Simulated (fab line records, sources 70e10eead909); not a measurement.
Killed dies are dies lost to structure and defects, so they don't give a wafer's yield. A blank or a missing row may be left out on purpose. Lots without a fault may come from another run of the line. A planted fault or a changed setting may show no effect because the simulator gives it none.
fab line records | flow nand_harc
record lots=13 wafers=39 last_day=24
route steps=1159 shown P_STI@83 P_GATE@119 END@1159
lots that met no fault: from a run of the same line without faults
start_h: hours from the record's first day to the start of the lot's first wafer shown | wait_h: hours since the lot's step before | " the same as in the row above | L1.1+2: a row that stands for several wafers | - no value, or no start given | * or withheld: withheld | < > ~ a bound
route shown NAME@n: a module of which the file shows steps, and the number in the route of the first | usual: mean/standard deviation of fault-free wafers | same: alike in all rows | chamber/n: place in a boat | sites: the reading at each site | _std_site: their standard deviation | _edge_site: outer sites' mean less inner sites' | radius_mm: how far each site lies from the wafer's centre | mask NAME#n: copy n | behind: the tool/chamber that last shaped the wafer | hold: why the lot was held/for how many hours/how that ended | device: the transistor (n, p or np) that didn't switch | end of line: the same wafers' tests at the end of the route | a step without rows: its recipe alone | killed: dies lost to structure and defects at the first sort, not the wafer's yield | map: a wafer's dies, x killed, . not, _ none there
set.NAME: the setting as run; set.NAME@STEP: as run at that earlier step | model.NAME: the simulator's own value behind a step, which no gauge read
steps of the route over a sample of lots; a table a step, a row a wafer
services: from which hour (start_h, from the record's first day; less than 0 if before it) a tool's chamber was out of use, for how many hours, and why
## steps
# step NHARC_P_STI_CD_MEAS_09
# recipe target_cd_nm=200 landing_energy_ev=500
# usual cd_nm=198.4/2.4
# columns lot.wafer tool chamber start_h wait_h cd_nm
L725.2 cd_sem-02 0 37.82 - 197.7
L725.3 " 0 " " 202.0
L725.4 " 0 " " 196.4
L726.3 cd_sem-01 0 37.86 - 198.5
L726.4 " 0 " " 200.5
L726.6 " 0 " " 202.2
L727.1 cd_sem-03 0 47.00 - 201.1
L727.5 " 0 " " 198.8
L727.6 " 0 " " 199.7
L728.1 cd_sem-01 0 55.01 - 202.6
L728.5 " 0 " " 201.5
L728.6 " 0 " " 199.3
L730.1 cd_sem-03 0 64.84 - 195.8
L730.2 " 0 " " 197.5
L730.6 " 0 " " 199.8
L731.1 cd_sem-02 0 76.07 - 200.7
L731.3 " 0 " " 199.8
L731.6 " 0 " " 199.3
L733.2 cd_sem-01 0 87.11 - 196.5
L733.3 " 0 " " 196.2
L733.6 " 0 " " 195.0
L737.1 cd_sem-03 0 108.90 - 201.3
L737.5 " 0 " " 201.6
L737.6 " 0 " " 197.6
L744.1 cd_sem-01 0 148.88 - 196.2
L744.3 " 0 " " 197.3
L744.4 " 0 " " 197.8
L745.4 cd_sem-03 0 156.00 - 197.6
L745.5 " 0 " " 197.8
L745.6 " 0 " " 199.3
L747.3 cd_sem-01 0 166.08 - 197.7
L747.4 " 0 " " 197.4
L747.6 " 0 " " 199.3
L746.1 cd_sem-01 0 166.24 - 198.7
L746.2 " 0 " " 200.8
L746.4 " 0 " " 201.0
L748.1 cd_sem-02 0 174.63 - 197.4
L748.2 " 0 " " 197.9
L748.4 " 0 " " 195.3
# step NHARC_P_GATE_EXPOSE_08
# recipe na=0.6 dose_mj=16.75 mask_id=P_HV
# columns lot.wafer tool chamber start_h wait_h mask
L726.3+4+6 krf_scanner-03 0 79.17 - P_HV#0
L725.2+3+4 krf_scanner-02 0 79.33 - P_HV#0
L728.1+5+6 krf_scanner-02 0 89.41 - P_HV#0
L727.1+5+6 krf_scanner-03 0 89.57 - P_HV#0
L730.1+2+6 krf_scanner-01 0 103.28 - P_HV#0
L731.1+3+6 krf_scanner-03 0 111.37 - P_HV#0
L733.2+3+6 krf_scanner-01 0 131.04 - P_HV#0
L737.1+5+6 krf_scanner-02 0 153.12 - P_PSD#0
L745.4+5+6 krf_scanner-01 0 190.90 - P_HV#0
L744.1+3+4 krf_scanner-02 0 191.04 - P_HV#0
L747.3+4+6 krf_scanner-02 0 206.21 - P_HV#0
L746.1+2+4 krf_scanner-03 0 206.36 - P_HV#0
L748.1+2+4 krf_scanner-03 0 210.75 - P_HV#0
# step NHARC_P_GATE_CD_MEAS_11
# recipe target_cd_nm=1640 landing_energy_ev=500
# usual cd_nm=1638.8/1.9
# columns lot.wafer tool chamber start_h wait_h cd_nm
L726.3 cd_sem-01 0 79.32 - 1639.1
L726.4 " 0 " " 1636.7
L726.6 " 0 " " 1638.0
L725.2 cd_sem-01 0 79.48 - 1641.0
L725.3 " 0 " " 1636.7
L725.4 " 0 " " 1637.0
L728.1 cd_sem-03 0 89.57 - 1641.3
L728.5 " 0 " " 1637.4
L728.6 " 0 " " 1640.3
L727.1 cd_sem-02 0 89.73 - 1639.4
L727.5 " 0 " " 1639.6
L727.6 " 0 " " 1639.7
L730.1 cd_sem-02 0 103.44 - 1639.8
L730.2 " 0 " " 1642.0
L730.6 " 0 " " 1640.1
L731.1 cd_sem-01 0 111.52 - 1636.6
L731.3 " 0 " " 1636.6
L731.6 " 0 " " 1638.4
L733.2 cd_sem-01 0 131.20 - 1641.1
L733.3 " 0 " " 1638.5
L733.6 " 0 " " 1639.3
L737.1 cd_sem-01 0 153.28 - -
L737.5 " 0 " " -
L737.6 " 0 " " -
L745.4 cd_sem-03 0 191.05 - 1637.6
L745.5 " 0 " " 1638.3
L745.6 " 0 " " 1638.4
L744.1 cd_sem-03 0 191.20 - 1640.1
L744.3 " 0 " " 1638.7
L744.4 " 0 " " 1640.9
L747.3 cd_sem-03 0 206.37 - 1639.3
L747.4 " 0 " " 1642.9
L747.6 " 0 " " 1639.0
L746.1 cd_sem-03 0 206.52 - 1640.3
L746.2 " 0 " " 1641.2
L746.4 " 0 " " 1642.7
L748.1 cd_sem-01 0 210.90 - 1635.9
L748.2 " 0 " " 1637.0
L748.4 " 0 " " 1639.2
# step NHARC_P_GATE_DESCUM_13
# recipe time_s=3 o2_flow_sccm=200 ar_flow_sccm=0 bias_power_w=0 chemistry=O2
# usual drypump_motor_current_A=5.7/0.49 oes_product_au=0.996/0.011 rf_vpp_V=57.6/0.9 showerhead_plenum_p_Torr=1.89/0.073 throttle_valve_pct=11.310/0.0091
# columns lot.wafer tool chamber start_h wait_h drypump_motor_current_A oes_product_au rf_hours_counter_h rf_vpp_V showerhead_plenum_p_Torr throttle_valve_pct
L726.4 rie_diel-13 3 79.48 - 6.0 1.002 29 58.2 1.98 11.325
L726.3 " 2 " " 6.0 1.010 23 57.9 1.85 11.302
L726.6 " 3 " " 6.0 1.003 - 57.4 1.98 11.314
L725.3 rie_diel-13 3 79.70 - 6.0 1.006 29 59.0 1.98 11.307
L725.2 " 1 " " 5.5 0.989 29 57.4 1.84 11.305
L725.4 " 2 " " 5.9 1.000 23 57.2 1.85 11.313
L728.1 rie_diel-01 1 89.77 - 5.1 1.007 44 57.8 1.83 11.306
L728.5 " 2 " " 6.0 0.998 - 57.8 1.99 11.314
L728.6 " 3 " " 5.4 0.981 - 57.1 1.90 11.306
L727.1 rie_diel-01 2 89.90 - 6.0 0.996 41 57.0 1.99 11.310
L727.5 " 1 " " 5.1 0.998 - 56.8 1.83 11.317
L727.6 " 2 " " 6.0 0.999 - 56.0 1.99 11.322
L730.1 rie_diel-01 3 103.61 - 5.3 0.983 49 59.0 1.90 11.299
L730.2 " 1 " " 5.1 1.018 48 57.2 1.83 11.308
L730.6 " 3 " " 5.4 0.989 - 58.7 1.90 11.328
L731.1 rie_diel-07 1 111.70 - 5.7 0.988 19 58.7 1.92 11.315
L731.3 " 2 " " 5.9 0.997 20 57.9 1.95 11.312
L731.6 " 0 " " 5.9 0.999 - 59.5 2.07 11.302
L733.2 rie_diel-01 3 131.38 - 5.3 0.985 60 57.8 1.90 11.320
L733.3 " 0 " " 6.7 0.997 60 56.7 1.80 11.320
L733.6 " 2 " " 6.0 1.004 - 58.4 1.99 11.300
L737.1 rie_diel-13 0 153.45 - 5.2 1.006 8 56.1 1.82 11.311
L737.5 " 3 " " 5.9 0.997 - 58.4 1.97 11.329
L737.6 " 0 " " 5.2 1.000 - 58.0 1.82 11.314
L745.4 rie_diel-01 3 191.23 - 5.4 0.975 16 58.5 1.89 11.300
L745.6 " 1 " " 5.1 0.999 - 57.4 1.82 11.302
L745.5 " 2 " " 6.0 0.990 - 57.4 1.98 11.320
L744.1 rie_diel-01 3 191.36 - 5.3 0.976 16 58.2 1.89 11.304
L744.4 " 1 " " 5.1 0.997 17 58.1 1.82 11.303
L744.3 " 2 " " 6.0 0.994 17 57.6 1.98 11.302
L747.3 rie_diel-01 2 206.53 - 6.0 1.002 22 57.8 1.98 11.306
L747.4 " 3 " " 5.3 0.994 21 58.5 1.89 11.309
L747.6 " 2 " " 6.0 0.997 - 58.0 1.98 11.316
L746.1 rie_diel-01 3 206.68 - 5.4 0.982 21 58.0 1.89 11.307
L746.2 " 1 " " 5.1 1.007 25 58.0 1.82 11.308
L746.4 " 2 " " 6.0 0.995 22 58.1 1.98 11.299
L748.4 rie_diel-13 1 211.08 - 5.5 0.985 19 57.5 1.83 11.299
L748.2 " 2 " " 6.0 1.018 20 58.0 1.84 11.298
L748.1 " 3 " " 6.0 1.009 21 58.5 1.97 11.313
# step NHARC_P_GATE_DEP_103
# recipe target_thk_a=300 target_thk_nm=30 temp_c=400 flow_sccm=200 rf_w=350 material=SiON
# usual heater_power_w=727/94 rf_fwd_power_W=348.7/1
# columns lot.wafer tool chamber start_h wait_h heater_power_w rf_fwd_power_W since_wet_clean_h
L725.2 pecvd-02 1 94.05 0.5 787 349.6 109
L725.3 " 2 " " 798 348.1 109
L725.4 " 1 " " 801 349.7 -
L726.3 pecvd-03 0 94.52 0.4 769 348.5 152
L726.6 " 0 " " 765 349.5 -
L726.4 " 1 " " 689 347.0 -
L727.1 pecvd-03 0 102.61 0.6 844 350.8 160
L727.6 " 1 " " 685 347.3 -
L727.5 " 0 " " 852 348.8 -
L728.1 pecvd-04 1 102.71 0.7 563 349.6 76
L728.6 " 0 " " 748 348.5 -
L728.5 " 2 " " 762 347.9 -
L730.2 pecvd-02 2 118.07 0.5 716 348.6 133
L730.1 " 1 " " 826 348.1 133
L730.6 " 2 " " 716 348.7 -
L731.1 pecvd-03 1 124.82 0.6 664 348.9 1
L731.3 " 0 " " 742 349.6 1
L731.6 " 1 " " 650 347.6 -
L733.2 pecvd-04 1 144.47 0.4 514 348.6 117
L733.3 " 2 " " 656 347.1 118
L733.6 " 0 " " 717 350.4 -
L737.1 pecvd-03 2 167.86 0.6 732 348.0 44
L737.5 " 2 " " 738 349.4 -
L737.6 " 0 " " 768 348.6 -
L744.3 pecvd-03 1 205.19 0.3 670 347.8 81
L744.1 " 2 " " 753 349.9 81
L744.4 " 1 " " 545 348.5 -
L745.4 pecvd-02 2 205.88 0.6 725 351.3 -
L745.5 " 0 " " 874 348.3 -
L745.6 " 1 " " 808 350.4 -
L747.3 pecvd-04 2 219.72 0.4 701 349.6 12
L747.4 " 1 " " 542 349.9 -
L747.6 " 0 " " 695 349.5 -
L746.2 pecvd-04 2 220.10 0.4 702 349.0 12
L746.1 " 0 " " 697 349.3 12
L746.4 " 1 " " 624 350.8 -
L748.1 pecvd-04 1 226.99 0.6 605 349.7 19
L748.2 " 2 " " 664 349.8 19
L748.4 " 2 " " 641 347.9 -
# step NHARC_END_SORT_01
# recipe temp_c=25
# usual killed_at_array=29/10 killed_at_other=0.7/1.1 killed_at_periphery=3.2/2.2 killed_dies=33/11 killed_open=3.5/1.8 killed_short=2.0/1.4
# same gross_dies=677
# columns lot.wafer tool chamber start_h wait_h killed_at_array killed_at_other killed_at_periphery killed_dies killed_open killed_short
L726.3 prober-02 0 476.34 3.1 36 1 7 44 6 3
L726.4 prober-02 0 477.14 3.4 38 0 2 40 3 1
L726.6 prober-02 0 478.73 4.0 41 0 4 45 2 1
L733.2 prober-02 0 499.04 2.8 29 1 6 36 6 0
L737.1 prober-02 0 506.07 2.5 42 0 635 677 3 5
L737.5 prober-02 0 509.29 3.7 54 0 623 677 0 3
L737.6 prober-02 0 510.10 4.0 37 0 640 677 2 2
# killed by level:class
L726.3 A_CHANNEL_HOLE_D1:chamber_film_flake=14 A_SLIT:chamber_film_flake=8 P_GATE:chamber_film_flake=4 A_WL_FILL:chamber_film_flake=4 A_CHANNEL_FILL_D1:geometric_particle:open=2 A_STAIRCASE:chamber_film_flake=2 P_CONTACT:geometric_particle:open=1 A_SOURCE_PLATE:geometric_particle:open=1
L726.4 A_CHANNEL_HOLE_D1:chamber_film_flake=15 A_SLIT:chamber_film_flake=11 A_CONTACT:chamber_film_flake=4 P_GATE:chamber_film_flake=2 A_STAIRCASE:chamber_film_flake=2 A_ONON_D1:geometric_particle:short=1 A_ONON_D1:geometric_particle:open=1 A_CHANNEL_FILL_D1:geometric_particle:open=1
L726.6 A_SLIT:chamber_film_flake=16 A_CHANNEL_HOLE_D1:chamber_film_flake=13 A_CONTACT:chamber_film_flake=3 P_ZERO_WELL:chamber_film_flake=2 A_STAIRCASE:chamber_film_flake=2 A_WL_FILL:chamber_film_flake=2 A_M0:chamber_film_flake=2 A_SOURCE_PLATE:geometric_particle:open=1
L733.2 A_SLIT:chamber_film_flake=9 A_STAIRCASE:chamber_film_flake=8 P_CONTACT:chamber_film_flake=3 A_CONTACT:chamber_film_flake=3 A_BONDPAD:chamber_film_flake=3 A_ONON_D1:geometric_particle:open=2 A_CHANNEL_HOLE_D1:chamber_film_flake=2 P_GATE:geometric_particle:open=1
L737.1 P_GATE:area_expose=631 A_CHANNEL_HOLE_D1:chamber_film_flake=15 A_SLIT:chamber_film_flake=13 A_CHANNEL_HOLE_D1:geometric_particle:short=3 P_M2:chamber_film_flake=3 A_STAIRCASE:chamber_film_flake=3 A_CONTACT:chamber_film_flake=3 A_ONON_D1:geometric_particle:open=2
L737.5 P_GATE:area_expose=623 A_CHANNEL_HOLE_D1:chamber_film_flake=19 A_SLIT:chamber_film_flake=16 A_STAIRCASE:chamber_film_flake=9 A_CONTACT:chamber_film_flake=4 A_WL_FILL:chamber_film_flake=3 A_CHANNEL_FILL_D1:geometric_particle:short=1 A_WL_FILL:geometric_particle:short=1
L737.6 P_GATE:area_expose=638 A_CHANNEL_HOLE_D1:chamber_film_flake=13 A_SLIT:chamber_film_flake=11 A_STAIRCASE:chamber_film_flake=7 A_M0:geometric_particle:open=2 A_CONTACT:chamber_film_flake=2 P_CONTACT:geometric_particle:short=1 A_CONTACT:geometric_particle:short=1
## services
# columns tool chamber start_h hours kind
rie_diel-01 0 68.07 - clean
rie_diel-01 1 68.07 - clean
rie_diel-01 2 68.07 - clean
rie_diel-01 3 68.07 - clean
pecvd-03 0 74.37 2.2 repair
krf_scanner-01 - 84.00 4.0 pm
rie_diel-01 0 92.57 - clean
rie_diel-01 1 92.57 - clean
rie_diel-01 2 92.57 - clean
rie_diel-13 - 99.06 9.0 pm
krf_scanner-02 - 110.69 0.6 repair
pecvd-03 - 111.03 13.0 pm
krf_scanner-01 - 117.44 0.5 repair
rie_diel-01 0 136.38 7.9 repair
rie_diel-01 - 137.93 9.0 pm
pecvd-03 - 150.60 2.3 repair
pecvd-02 - 153.20 13.0 pm
krf_scanner-03 - 168.00 4.0 pm
pecvd-04 2 177.51 5.0 repair
rie_diel-07 3 178.24 7.3 repair
pecvd-04 - 195.00 13.0 pm
krf_scanner-03 - 199.46 1.5 repair
krf_scanner-01 - 205.39 2.0 repair
krf_scanner-02 - 210.00 4.0 pm
## key
first_sign step=NHARC_P_GATE_EXPOSE_08 reading=mask direction=changed
effect step=NHARC_P_GATE_CD_MEAS_11 reading=cd_nm direction=missing
effect step=NHARC_END_SORT_01 reading=killed_at_periphery direction=up sigmas=99+ usual=3.2 struck=632.7
more_kills_born_at NHARC_P_GATE_EXPOSE_08@krf_scanner-02=1892
met_at NHARC_P_GATE_EXPOSE_08
struck_lots L737
later_rows_left_out L737.1,L737.5,L737.6
tester_left_out L737
not_acting_at NHARC_P_STI_CD_MEAS_09,NHARC_P_GATE_DESCUM_13,NHARC_P_GATE_DEP_103
onset_between 89.41 153.12
fault kind=wrong_mask tool=any chamber=- onset_h=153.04 steps=NHARC_P_GATE_EXPOSE_08 aux_copy=P_PSD#0 scope=struck_lots_only
# tester_left_out: of these lots the tester's yield and bins aren't shown, on N5 and GAA mostly nor the transistor test; their killed dies are dies lost to structure and defects alone, not to doping, threshold or leakage, so they don't give the yield
# later_rows_left_out: the simulator's readings of these wafers behind a module that went badly wrong aren't trusted and aren't shown, but for the sort
